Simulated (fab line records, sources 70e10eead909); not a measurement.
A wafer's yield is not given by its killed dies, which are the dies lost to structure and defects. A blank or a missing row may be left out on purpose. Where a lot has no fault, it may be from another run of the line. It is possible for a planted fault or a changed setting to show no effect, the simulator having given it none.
Chamber matching | flow nand-harc | cmp-02 running NHARC_P_BONDPAD_CMP_32: 4 sister chambers
The step polishes SiCN, target thk 200 nm. 4 wafers are shown with their chamber, then 7 later ones without.

WAFERS WITH THEIR CHAMBER
wafer  | chamber | motor-current-A (A)
L419.4 | 2       | 13.1
L422.4 | 1       | 12.0
L423.2 | 0       | 11.2
L423.3 | 3       | 9.6

WAFERS WHOSE CHAMBER IS MISSING
wafer  | motor-current-A (A)
L423.6 | 11.8
L433.1 | 12.2
L433.2 | 13.1
L433.6 | 10.0
L435.1 | 10.0
L435.3 | 12.0
L435.5 | 11.5

WHICH CHAMBER EACH WENT THROUGH
wafer  | from the rows above     | in truth
L423.6 | can't be placed: 1 or 0 | 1
L433.1 | 1                       | 1
L433.2 | 2                       | 2
L433.6 | 3                       | 3
L435.1 | 3                       | 3
L435.3 | 1                       | 1
L435.5 | can't be placed: 0 or 1 | 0
Correct placement for 5 of the 7. These rows do not allow placing 2 (true chamber among the candidates in 2). Placed wrongly: 0.
How it was worked out, from the rows above alone: a wafer's distance from a chamber is the root of the sum, over the readings, of the square of ((its reading less the chamber's mean) divided by the reading's scatter). If the next closest chamber is less than 2 further off than the closest, the wafer can't be placed; otherwise it belongs to the closest. The mean given for a chamber averages the wafers shown for that chamber. The scatter: root of mean squared gap, hidden wafer to nearest shown wafer, with one shown wafer a chamber.
